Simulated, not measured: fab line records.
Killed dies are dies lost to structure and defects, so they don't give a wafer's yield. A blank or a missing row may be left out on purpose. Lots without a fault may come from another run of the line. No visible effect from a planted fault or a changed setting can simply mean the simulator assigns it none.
Which tool was responsible? :: flow n5_finfet :: Sampling: 24 lots, 72 wafers, 6 of 1938 route steps

== WHAT EACH GAUGE READ, for each wafer ==
N5_BEOL_M13_RS_MEAS_54: measures by four-point-probe. Usual: M13_RS gives 0.0446 ohm/sq (standard deviation 0.00065).
lot: L074
measured: day 11 21:13
on: film_metro-02
M13_RS (ohm/sq): 0.0453 0.0452 0.0449
flag: 

lot: L076
measured: day 12 12:40
on: film_metro-01
M13_RS (ohm/sq): 0.0445 0.0451 0.0453
flag: 

lot: L075
measured: day 12 12:49
on: film_metro-02
M13_RS (ohm/sq): 0.0445 0.0446 0.0448
flag: 

lot: L077
measured: day 12 22:08
on: film_metro-01
M13_RS (ohm/sq): 0.0437 0.0449 0.0452
flag: 

lot: L079
measured: day 12 22:22
on: film_metro-01
M13_RS (ohm/sq): 0.0449 0.0446 0.0429
flag: 

lot: L078
measured: day 13 03:47
on: film_metro-02
M13_RS (ohm/sq): 0.0445 0.0442 0.0450
flag: 

lot: L080
measured: day 13 06:38
on: film_metro-01
M13_RS (ohm/sq): 0.0429 0.0446 0.0434
flag: 

lot: L081
measured: day 13 07:26
on: film_metro-02
M13_RS (ohm/sq): 0.0449 0.0442 0.0445
flag: 

lot: L083
measured: day 14 03:53
on: film_metro-01
M13_RS (ohm/sq): 0.0434 0.0449 0.0434
flag: 

lot: L082
measured: day 14 08:23
on: film_metro-01
M13_RS (ohm/sq): 0.0439 0.0450 0.0446
flag: 

lot: L084
measured: day 14 09:44
on: film_metro-02
M13_RS (ohm/sq): 0.0456 0.0435 0.0454
flag: 

lot: L086
measured: day 14 23:28
on: film_metro-02
M13_RS (ohm/sq): 0.0436 0.0437 0.0446
flag: 

lot: L088
measured: day 15 11:38
on: film_metro-02
M13_RS (ohm/sq): 0.0443 0.0453 0.0450
flag: 

lot: L085
measured: day 15 13:08
on: film_metro-02
M13_RS (ohm/sq): 0.0452 0.0447 0.0443
flag: 

lot: L087
measured: day 15 13:38
on: film_metro-01
M13_RS (ohm/sq): 0.0461 0.0445 0.0451
flag: 

lot: L090
measured: day 16 02:32
on: film_metro-02
M13_RS (ohm/sq): 0.0449 0.0448 0.0453
flag: 

lot: L091
measured: day 16 11:13
on: film_metro-01
M13_RS (ohm/sq): 0.0447 0.0446 0.0444
flag: 

lot: L089
measured: day 16 18:41
on: film_metro-01
M13_RS (ohm/sq): 0.0447 0.0443 0.0447
flag: 

lot: L093
measured: day 17 00:44
on: film_metro-02
M13_RS (ohm/sq): 0.0440 0.0436 0.0449
flag: 

lot: L092
measured: day 17 06:03
on: film_metro-01
M13_RS (ohm/sq): 0.0449 0.0449 0.0447
flag: 

lot: L096
measured: day 17 16:55
on: film_metro-01
M13_RS (ohm/sq): 0.0448 0.0452 0.0439
flag: 

lot: L094
measured: day 17 17:10
on: film_metro-01
M13_RS (ohm/sq): 0.0453 0.0452 0.0452
flag: 

lot: L095
measured: day 17 17:56
on: film_metro-01
M13_RS (ohm/sq): 0.0445 0.0448 0.0448
flag: 

lot: L097
measured: day 18 12:23
on: film_metro-02
M13_RS (ohm/sq): 0.0454 0.0440 0.0462
flag: 

N5_BEOL_M14_OVL_MEAS_11. Usual: V13_OVL gives -1 nm (standard deviation 5.1).
lot: L074
measured: day 11 21:48
on: overlay-02
V13_OVL (nm): 0 4 -3
flag: 

lot: L076
measured: day 12 13:22
on: overlay-02
V13_OVL (nm): -4 0 -5
flag: 

lot: L075
measured: day 12 13:32
on: overlay-02
V13_OVL (nm): -5 -7 0
flag: 

lot: L077
measured: day 12 22:44
on: overlay-02
V13_OVL (nm): 2 5 15
flag: 

lot: L079
measured: day 12 23:05
on: overlay-02
V13_OVL (nm): -2 -1 0
flag: 

lot: L078
measured: day 13 04:22
on: overlay-02
V13_OVL (nm): -1 -3 -2
flag: 

lot: L080
measured: day 13 07:13
on: overlay-02
V13_OVL (nm): 6 0 2
flag: 

lot: L081
measured: day 13 08:10
on: overlay-02
V13_OVL (nm): -2 1 -3
flag: 

lot: L083
measured: day 14 04:28
on: overlay-02
V13_OVL (nm): 4 0 6
flag: 

lot: L082
measured: day 14 08:58
on: overlay-02
V13_OVL (nm): -5 -5 -5
flag: 

lot: L084
measured: day 14 10:28
on: overlay-02
V13_OVL (nm): 9 -1 -3
flag: 

lot: L086
measured: day 15 00:10
on: overlay-02
V13_OVL (nm): -1 5 4
flag: 

lot: L088
measured: day 15 12:15
on: overlay-02
V13_OVL (nm): -9 -2 -6
flag: 

lot: L085
measured: day 15 13:50
on: overlay-02
V13_OVL (nm): -11 -3 -8
flag: 

lot: L087
measured: day 15 14:21
on: overlay-02
V13_OVL (nm): -1 -3 4
flag: 

lot: L090
measured: day 16 03:15
on: overlay-02
V13_OVL (nm): -3 -6 1
flag: 

lot: L091
measured: day 16 11:56
on: overlay-02
V13_OVL (nm): 0 -5 -4
flag: 

lot: L089
measured: day 16 19:17
on: overlay-02
V13_OVL (nm): -2 7 3
flag: 

lot: L093
measured: day 17 01:20
on: overlay-02
V13_OVL (nm): 1 -2 6
flag: 

lot: L092
measured: day 17 06:46
on: overlay-02
V13_OVL (nm): -4 -3 -2
flag: 

lot: L096
measured: day 17 17:31
on: overlay-02
V13_OVL (nm): -5 -4 -11
flag: 

lot: L094
measured: day 17 17:53
on: overlay-02
V13_OVL (nm): -5 -6 -3
flag: 

lot: L095
measured: day 17 18:32
on: overlay-02
V13_OVL (nm): 4 -10 2
flag: 

lot: L097
measured: day 18 13:07
on: overlay-01
V13_OVL (nm): -8 -2 -6
flag: 

N5_BEOL_M14_RS_MEAS_54: measures by four-point-probe. Usual: M14_RS gives 0.0334 ohm/sq (standard deviation 0.0011).
lot: L074
measured: day 12 02:17
on: film_metro-01
M14_RS (ohm/sq): 0.0333 0.0341 0.0322
flag: 

lot: L076
measured: day 12 21:30
on: film_metro-01
M14_RS (ohm/sq): 0.0337 0.0359 0.0338
flag: 

lot: L075
measured: day 12 20:28
on: film_metro-01
M14_RS (ohm/sq): 0.0345 0.0340 0.0325
flag: 

lot: L077
measured: day 13 03:38
on: film_metro-02
M14_RS (ohm/sq): 0.0331 0.0348 0.0325
flag: 

lot: L079
measured: day 13 03:25
on: film_metro-02
M14_RS (ohm/sq): 0.0323 0.0324 0.0332
flag: 

lot: L078
measured: day 13 10:05
on: film_metro-02
M14_RS (ohm/sq): 0.0325 0.0327 0.0326
flag: 

lot: L080
measured: day 13 15:59
on: film_metro-02
M14_RS (ohm/sq): 0.0360 0.0340 0.0362
flag: 

lot: L081
measured: day 13 16:32
on: film_metro-02
M14_RS (ohm/sq): 0.0336 0.0319 0.0330
flag: 

lot: L083
measured: day 14 08:56
on: film_metro-02
M14_RS (ohm/sq): 0.0338 0.0322 0.0323
flag: 

lot: L082
measured: day 14 14:48
on: film_metro-01
M14_RS (ohm/sq): 0.0327 0.0343 0.0337
flag: 

lot: L084
measured: day 14 19:11
on: film_metro-01
M14_RS (ohm/sq): 0.0328 0.0340 0.0341
flag: 

lot: L086
measured: day 15 05:20
on: film_metro-01
M14_RS (ohm/sq): 0.0360 0.0328 0.0343
flag: 

lot: L088
measured: day 15 18:05
on: film_metro-01
M14_RS (ohm/sq): 0.0344 0.0322 0.0346
flag: 

lot: L085
measured: day 15 19:38
on: film_metro-01
M14_RS (ohm/sq): 0.0322 0.0333 0.0340
flag: 

lot: L087
measured: day 16 03:59
on: film_metro-02
M14_RS (ohm/sq): 0.0358 0.0328 0.0361
flag: 

lot: L090
measured: day 16 12:08
on: film_metro-01
M14_RS (ohm/sq): 0.0337 0.0321 0.0322
flag: 

lot: L091
measured: day 16 17:31
on: film_metro-01
M14_RS (ohm/sq): 0.0327 0.0324 0.0338
flag: 

lot: L089
measured: day 17 01:53
on: film_metro-01
M14_RS (ohm/sq): 0.0309 0.0318 0.0314
flag: 

lot: L093
measured: day 17 06:04
on: film_metro-02
M14_RS (ohm/sq): 0.0310 0.0343 0.0337
flag: 

lot: L092
measured: day 17 13:09
on: film_metro-01
M14_RS (ohm/sq): 0.0337 0.0339 0.0339
flag: 

lot: L096
measured: day 17 23:28
on: film_metro-02
M14_RS (ohm/sq): 0.0347 0.0328 0.0346
flag: 

lot: L094
measured: day 18 00:05
on: film_metro-02
M14_RS (ohm/sq): 0.0338 0.0311 0.0339
flag: 

lot: L095
measured: day 18 00:17
on: film_metro-01
M14_RS (ohm/sq): 0.0328 0.0324 0.0347
flag: 

lot: L097
measured: day 18 18:27
on: film_metro-02
M14_RS (ohm/sq): 0.0324 0.0326 0.0326
flag: 

N5_BEOL_M14_INSPECT_55: inspects for defects (darkfield). Usual: 73 for raw_defect_count, sd 23.
lot: L074
measured: day 12 02:18
on: defect_inspect-02
raw_defect_count: 65 42 71
flag: 

lot: L076
measured: day 12 21:32
on: defect_inspect-02
raw_defect_count: 61 65 58
flag: 

lot: L075
measured: day 12 20:29
on: defect_inspect-01
raw_defect_count: 117 58 72
flag: 

lot: L077
measured: day 13 03:40
on: defect_inspect-01
raw_defect_count: 74 118 89
flag: 

lot: L079
measured: day 13 03:26
on: defect_inspect-01
raw_defect_count: 59 48 40
flag: 

lot: L078
measured: day 13 10:07
on: defect_inspect-02
raw_defect_count: 71 57 83
flag: 

lot: L080
measured: day 13 16:01
on: defect_inspect-01
raw_defect_count: 69 73 62
flag: 

lot: L081
measured: day 13 16:33
on: defect_inspect-02
raw_defect_count: 49 39 43
flag: 

lot: L083
measured: day 14 08:58
on: defect_inspect-01
raw_defect_count: 92 75 92
flag: 

lot: L082
measured: day 14 14:50
on: defect_inspect-02
raw_defect_count: 108 88 118
flag: 

lot: L084
measured: day 14 19:13
on: defect_inspect-01
raw_defect_count: 67 71 74
flag: 

lot: L086
measured: day 15 05:22
on: defect_inspect-02
raw_defect_count: 73 57 132
flag: 

lot: L088
measured: day 15 18:07
on: defect_inspect-01
raw_defect_count: 72 91 90
flag: 

lot: L085
measured: day 15 19:39
on: defect_inspect-01
raw_defect_count: 76 103 70
flag: 

lot: L087
measured: day 16 04:01
on: defect_inspect-01
raw_defect_count: 29 26 45
flag: 

lot: L090
measured: day 16 12:10
on: defect_inspect-01
raw_defect_count: 76 74 54
flag: 

lot: L091
measured: day 16 17:32
on: defect_inspect-02
raw_defect_count: 87 57 119
flag: 

lot: L089
measured: day 17 01:55
on: defect_inspect-01
raw_defect_count: 50 124 71
flag: 

lot: L093
measured: day 17 06:05
on: defect_inspect-02
raw_defect_count: 53 112 85
flag: 

lot: L092
measured: day 17 13:10
on: defect_inspect-02
raw_defect_count: 55 51 79
flag: 

lot: L096
measured: day 17 23:29
on: defect_inspect-02
raw_defect_count: 65 70 78
flag: 

lot: L094
measured: day 18 00:07
on: defect_inspect-01
raw_defect_count: 85 77 48
flag: 

lot: L095
measured: day 18 00:19
on: defect_inspect-01
raw_defect_count: 56 63 78
flag: 

lot: L097
measured: day 18 18:29
on: defect_inspect-02
raw_defect_count: 49 67 61
flag: 

== WHAT TOOL EACH LOT RAN ON (gives the tool, then ch and the chambers of the sampled wafers, and finally the start) ==
lot: L074
N5_BEOL_M14_ETCH_38: rie_diel-02 ch 0,3, day 12 01:15 or earlier
N5_BEOL_M14_SPUTTER_45: pvd_sputter-03, day 12 01:15

lot: L076
N5_BEOL_M14_ETCH_38: rie_diel-05 ch 0,1,2, day 12 19:39 or earlier
N5_BEOL_M14_SPUTTER_45: pvd_sputter-03, day 12 19:39

lot: L075
N5_BEOL_M14_ETCH_38: rie_diel-02 ch 1,3, day 12 19:20 or earlier
N5_BEOL_M14_SPUTTER_45: pvd_sputter-03, day 12 19:20

lot: L077
N5_BEOL_M14_ETCH_38: rie_diel-02 ch 1,2, day 13 02:23 or earlier
N5_BEOL_M14_SPUTTER_45: pvd_sputter-01, day 13 02:23

lot: L079
N5_BEOL_M14_ETCH_38: rie_diel-05 ch 1,2, day 13 02:23 or earlier
N5_BEOL_M14_SPUTTER_45: pvd_sputter-03, day 13 02:23

lot: L078
N5_BEOL_M14_ETCH_38: rie_diel-06 ch 2,3, day 13 09:04 or earlier
N5_BEOL_M14_SPUTTER_45: pvd_sputter-02, day 13 09:04

lot: L080
N5_BEOL_M14_ETCH_38: rie_diel-02 ch 0,1,2, day 13 14:57 or earlier
N5_BEOL_M14_SPUTTER_45: pvd_sputter-01, day 13 14:57

lot: L081
N5_BEOL_M14_ETCH_38: rie_diel-05 ch 1,2, day 13 15:05 or earlier
N5_BEOL_M14_SPUTTER_45: pvd_sputter-02, day 13 15:05

lot: L083
N5_BEOL_M14_ETCH_38: rie_diel-02 ch 1,2, day 14 07:27 or earlier
N5_BEOL_M14_SPUTTER_45: pvd_sputter-01, day 14 07:27

lot: L082
N5_BEOL_M14_ETCH_38: rie_diel-06 ch 1,3, day 14 12:04 or earlier
N5_BEOL_M14_SPUTTER_45: pvd_sputter-01, day 14 12:04

lot: L084
N5_BEOL_M14_ETCH_38: rie_diel-05 ch 2, day 14 18:10 or earlier
N5_BEOL_M14_SPUTTER_45: pvd_sputter-03, day 14 18:10

lot: L086
N5_BEOL_M14_ETCH_38: rie_diel-06 ch 0,1,3, day 15 04:18 or earlier
N5_BEOL_M14_SPUTTER_45: pvd_sputter-02, day 15 04:18

lot: L088
N5_BEOL_M14_ETCH_38: rie_diel-02 ch 0,1, day 15 15:44 or earlier
N5_BEOL_M14_SPUTTER_45: pvd_sputter-02, day 15 15:44

lot: L085
N5_BEOL_M14_ETCH_38: rie_diel-06 ch 1,2, day 15 18:21 or earlier
N5_BEOL_M14_SPUTTER_45: pvd_sputter-03, day 15 18:21

lot: L087
N5_BEOL_M14_ETCH_38: rie_diel-02 ch 1,2,3, day 16 01:07 or earlier
N5_BEOL_M14_SPUTTER_45: pvd_sputter-01, day 16 01:07

lot: L090
N5_BEOL_M14_ETCH_38: rie_diel-05 ch 0,1,2, day 16 10:43 or earlier
N5_BEOL_M14_SPUTTER_45: pvd_sputter-03, day 16 10:43

lot: L091
N5_BEOL_M14_ETCH_38: rie_diel-02 ch 0,2,3, day 16 16:29 or earlier
N5_BEOL_M14_SPUTTER_45: pvd_sputter-03, day 16 16:29

lot: L089
N5_BEOL_M14_ETCH_38: rie_diel-06 ch 0,1,3, day 17 00:52 or earlier
N5_BEOL_M14_SPUTTER_45: pvd_sputter-03, day 17 00:52

lot: L093
N5_BEOL_M14_ETCH_38: rie_diel-06 ch 2,3, day 17 05:02 or earlier
N5_BEOL_M14_SPUTTER_45: pvd_sputter-02, day 17 05:02

lot: L092
N5_BEOL_M14_ETCH_38: rie_diel-02 ch 0,2, day 17 12:07 or earlier
N5_BEOL_M14_SPUTTER_45: pvd_sputter-03, day 17 12:07

lot: L096
N5_BEOL_M14_ETCH_38: rie_diel-06 ch 2,3, day 17 22:26 or earlier
N5_BEOL_M14_SPUTTER_45: pvd_sputter-02, day 17 22:26

lot: L094
N5_BEOL_M14_ETCH_38: rie_diel-05 ch 0,1, day 17 22:46 or earlier
N5_BEOL_M14_SPUTTER_45: pvd_sputter-02, day 17 22:46

lot: L095
N5_BEOL_M14_ETCH_38: rie_diel-06 ch 2,3, day 17 23:16 or earlier
N5_BEOL_M14_SPUTTER_45: pvd_sputter-02, day 17 23:16

lot: L097
N5_BEOL_M14_ETCH_38: rie_diel-06 ch 0,2, day 18 17:24 or earlier
N5_BEOL_M14_SPUTTER_45: pvd_sputter-02, day 18 17:24
- N5_BEOL_M14_ETCH_38: etches SiCN in CF4/N2, target depth 106.5 nm, time 120.6 s.
- N5_BEOL_M14_SPUTTER_45: material Cu, target thk 100 nm, time 16.67 s.

== WHAT THE TOOLS THEMSELVES READ (means of the sampled wafers that have a number; where no wafer has one, the mark that the record gives instead) ==
N5_BEOL_M14_ETCH_38. Usual: cf4_flow_sccm 60.00 sccm, standard deviation 0.17; drypump_motor_current_A 5.6 A, standard deviation 0.54; oes_product_au 0.78 a.u., standard deviation 0.087; rf_vpp_V 382.2 V, standard deviation 1.5; showerhead_plenum_p_Torr 2.20 Torr, standard deviation 0.049; throttle_valve_pct 15.42 %, standard deviation 0.25.
lot: L074
tool: rie_diel-02
cf4_flow_sccm (sccm): 59.98
drypump_motor_current_A (A): 5.8
oes_product_au (a.u.): 0.75
rf_vpp_V (V): 383.3
showerhead_plenum_p_Torr (Torr): 2.25
throttle_valve_pct (%): 15.79
flag: 

lot: L076
tool: rie_diel-05
cf4_flow_sccm (sccm): 60.07
drypump_motor_current_A (A): 5.7
oes_product_au (a.u.): 0.73
rf_vpp_V (V): 380.9
showerhead_plenum_p_Torr (Torr): 2.15
throttle_valve_pct (%): 15.39
flag: 

lot: L075
tool: rie_diel-02
cf4_flow_sccm (sccm): 60.17
drypump_motor_current_A (A): 5.6
oes_product_au (a.u.): 0.78
rf_vpp_V (V): 382.9
showerhead_plenum_p_Torr (Torr): 2.22
throttle_valve_pct (%): 15.66
flag: 

lot: L077
tool: rie_diel-02
cf4_flow_sccm (sccm): 60.12
drypump_motor_current_A (A): 5.5
oes_product_au (a.u.): 0.71
rf_vpp_V (V): 382.6
showerhead_plenum_p_Torr (Torr): 2.22
throttle_valve_pct (%): 15.72
flag: 

lot: L079
tool: rie_diel-05
cf4_flow_sccm (sccm): 59.96
drypump_motor_current_A (A): 5.6
oes_product_au (a.u.): 0.75
rf_vpp_V (V): 381.5
showerhead_plenum_p_Torr (Torr): 2.16
throttle_valve_pct (%): 15.34
flag: 

lot: L078
tool: rie_diel-06
cf4_flow_sccm (sccm): 60.02
drypump_motor_current_A (A): 5.0
oes_product_au (a.u.): 0.84
rf_vpp_V (V): 381.9
showerhead_plenum_p_Torr (Torr): 2.17
throttle_valve_pct (%): 15.09
flag: 

lot: L080
tool: rie_diel-02
cf4_flow_sccm (sccm): 60.00
drypump_motor_current_A (A): 5.7
oes_product_au (a.u.): 0.80
rf_vpp_V (V): 383.8
showerhead_plenum_p_Torr (Torr): 2.24
throttle_valve_pct (%): 15.63
flag: 

lot: L081
tool: rie_diel-05
cf4_flow_sccm (sccm): 60.07
drypump_motor_current_A (A): 5.2
oes_product_au (a.u.): 0.70
rf_vpp_V (V): 382.1
showerhead_plenum_p_Torr (Torr): 2.18
throttle_valve_pct (%): 15.40
flag: 

lot: L083
tool: rie_diel-02
cf4_flow_sccm (sccm): 60.01
drypump_motor_current_A (A): 5.3
oes_product_au (a.u.): 0.69
rf_vpp_V (V): 382.3
showerhead_plenum_p_Torr (Torr): 2.24
throttle_valve_pct (%): 15.73
flag: 

lot: L082
tool: rie_diel-06
cf4_flow_sccm (sccm): 59.87
drypump_motor_current_A (A): 5.4
oes_product_au (a.u.): 0.80
rf_vpp_V (V): 381.2
showerhead_plenum_p_Torr (Torr): 2.16
throttle_valve_pct (%): 15.02
flag: 

lot: L084
tool: rie_diel-05
cf4_flow_sccm (sccm): 59.98
drypump_motor_current_A (A): 5.9
oes_product_au (a.u.): 0.78
rf_vpp_V (V): 379.8
showerhead_plenum_p_Torr (Torr): 2.14
throttle_valve_pct (%): 15.33
flag: 

lot: L086
tool: rie_diel-06
cf4_flow_sccm (sccm): 59.97
drypump_motor_current_A (A): 5.5
oes_product_au (a.u.): 0.76
rf_vpp_V (V): 381.8
showerhead_plenum_p_Torr (Torr): 2.21
throttle_valve_pct (%): 15.28
flag: 

lot: L088
tool: rie_diel-02
cf4_flow_sccm (sccm): 60.08
drypump_motor_current_A (A): 5.9
oes_product_au (a.u.): 0.76
rf_vpp_V (V): 381.3
showerhead_plenum_p_Torr (Torr): 2.21
throttle_valve_pct (%): 15.69
flag: 

lot: L085
tool: rie_diel-06
cf4_flow_sccm (sccm): 59.95
drypump_motor_current_A (A): 6.1
oes_product_au (a.u.): 0.79
rf_vpp_V (V): 382.5
showerhead_plenum_p_Torr (Torr): 2.21
throttle_valve_pct (%): 15.12
flag: 

lot: L087
tool: rie_diel-02
cf4_flow_sccm (sccm): 60.08
drypump_motor_current_A (A): 5.4
oes_product_au (a.u.): 0.86
rf_vpp_V (V): 382.9
showerhead_plenum_p_Torr (Torr): 2.23
throttle_valve_pct (%): 15.53
flag: 

lot: L090
tool: rie_diel-05
cf4_flow_sccm (sccm): 59.93
drypump_motor_current_A (A): 5.7
oes_product_au (a.u.): 0.71
rf_vpp_V (V): 381.2
showerhead_plenum_p_Torr (Torr): 2.14
throttle_valve_pct (%): 15.46
flag: 

lot: L091
tool: rie_diel-02
cf4_flow_sccm (sccm): 60.12
drypump_motor_current_A (A): 5.5
oes_product_au (a.u.): 0.90
rf_vpp_V (V): 383.6
showerhead_plenum_p_Torr (Torr): 2.25
throttle_valve_pct (%): 15.43
flag: 

lot: L089
tool: rie_diel-06
cf4_flow_sccm (sccm): 59.93
drypump_motor_current_A (A): 5.5
oes_product_au (a.u.): 0.75
rf_vpp_V (V): 382.0
showerhead_plenum_p_Torr (Torr): 2.20
throttle_valve_pct (%): 15.31
flag: 

lot: L093
tool: rie_diel-06
cf4_flow_sccm (sccm): 59.94
drypump_motor_current_A (A): 5.0
oes_product_au (a.u.): 0.81
rf_vpp_V (V): 380.3
showerhead_plenum_p_Torr (Torr): 2.16
throttle_valve_pct (%): 15.15
flag: 

lot: L092
tool: rie_diel-02
cf4_flow_sccm (sccm): 59.97
drypump_motor_current_A (A): 5.5
oes_product_au (a.u.): 0.94
rf_vpp_V (V): 383.4
showerhead_plenum_p_Torr (Torr): 2.25
throttle_valve_pct (%): 15.32
flag: 

lot: L096
tool: rie_diel-06
cf4_flow_sccm (sccm): 59.82
drypump_motor_current_A (A): 5.0
oes_product_au (a.u.): 0.79
rf_vpp_V (V): 381.4
showerhead_plenum_p_Torr (Torr): 2.16
throttle_valve_pct (%): 15.18
flag: 

lot: L094
tool: rie_diel-05
cf4_flow_sccm (sccm): 60.06
drypump_motor_current_A (A): 5.4
oes_product_au (a.u.): 0.65
rf_vpp_V (V): 380.1
showerhead_plenum_p_Torr (Torr): 2.15
throttle_valve_pct (%): 15.53
flag: 

lot: L095
tool: rie_diel-06
cf4_flow_sccm (sccm): 60.10
drypump_motor_current_A (A): 5.2
oes_product_au (a.u.): 0.81
rf_vpp_V (V): 381.9
showerhead_plenum_p_Torr (Torr): 2.18
throttle_valve_pct (%): 15.26
flag: 

lot: L097
tool: rie_diel-06
cf4_flow_sccm (sccm): 59.96
drypump_motor_current_A (A): 5.4
oes_product_au (a.u.): 0.86
rf_vpp_V (V): 383.2
showerhead_plenum_p_Torr (Torr): 2.22
throttle_valve_pct (%): 15.34
flag: 

N5_BEOL_M14_SPUTTER_45. Usual: bias_v 60.0 V, standard deviation 0.54; throttle_valve_pct 30.2 %, standard deviation 0.69.
lot: L074
tool: pvd_sputter-03
bias_v (V): 60.3
throttle_valve_pct (%): 30.0
flag: 

lot: L076
tool: pvd_sputter-03
bias_v (V): 59.6
throttle_valve_pct (%): 29.8
flag: 

lot: L075
tool: pvd_sputter-03
bias_v (V): 59.7
throttle_valve_pct (%): 29.8
flag: 

lot: L077
tool: pvd_sputter-01
bias_v (V): 59.9
throttle_valve_pct (%): 30.6
flag: 

lot: L079
tool: pvd_sputter-03
bias_v (V): 60.1
throttle_valve_pct (%): 29.8
flag: 

lot: L078
tool: pvd_sputter-02
bias_v (V): 60.1
throttle_valve_pct (%): 30.6
flag: 

lot: L080
tool: pvd_sputter-01
bias_v (V): 59.1
throttle_valve_pct (%): 30.4
flag: 

lot: L081
tool: pvd_sputter-02
bias_v (V): 59.9
throttle_valve_pct (%): 29.8
flag: 

lot: L083
tool: pvd_sputter-01
bias_v (V): 59.8
throttle_valve_pct (%): 30.8
flag: 

lot: L082
tool: pvd_sputter-01
bias_v (V): 59.9
throttle_valve_pct (%): 30.2
flag: 

lot: L084
tool: pvd_sputter-03
bias_v (V): 60.1
throttle_valve_pct (%): 29.9
flag: 

lot: L086
tool: pvd_sputter-02
bias_v (V): 60.1
throttle_valve_pct (%): 30.6
flag: 

lot: L088
tool: pvd_sputter-02
bias_v (V): 60.0
throttle_valve_pct (%): 30.1
flag: 

lot: L085
tool: pvd_sputter-03
bias_v (V): 60.4
throttle_valve_pct (%): 30.0
flag: 

lot: L087
tool: pvd_sputter-01
bias_v (V): 60.3
throttle_valve_pct (%): 30.6
flag: 

lot: L090
tool: pvd_sputter-03
bias_v (V): 60.4
throttle_valve_pct (%): 29.4
flag: 

lot: L091
tool: pvd_sputter-03
bias_v (V): 59.6
throttle_valve_pct (%): 29.8
flag: 

lot: L089
tool: pvd_sputter-03
bias_v (V): 60.1
throttle_valve_pct (%): 29.5
flag: 

lot: L093
tool: pvd_sputter-02
bias_v (V): 60.2
throttle_valve_pct (%): 31.2
flag: 

lot: L092
tool: pvd_sputter-03
bias_v (V): 59.9
throttle_valve_pct (%): 29.5
flag: 

lot: L096
tool: pvd_sputter-02
bias_v (V): 60.2
throttle_valve_pct (%): 30.1
flag: 

lot: L094
tool: pvd_sputter-02
bias_v (V): 59.5
throttle_valve_pct (%): 31.1
flag: 

lot: L095
tool: pvd_sputter-02
bias_v (V): 59.7
throttle_valve_pct (%): 30.7
flag: 

lot: L097
tool: pvd_sputter-02
bias_v (V): 60.6
throttle_valve_pct (%): 31.3
flag: 

== THE ANSWER, worked out from the rows above alone ==
Rule: a lot is off if the mean of its wafers that have a number lies more than 3 standard deviations from the usual mean. A lot without any number at a reading at which 4 lots or more have one is off too. Where the step has rows for the other lots, those lots are counted as sound. First the gauges in route order, then the tools' own readings, where a lot's mean is used as printed above. At the first step where some lot is off, the reading lying furthest off is the one used; lots without a number count as furthest.
None of the lots is off at any reading shown; this tells nothing.

== WHAT THE SIMULATOR PUT IN ==
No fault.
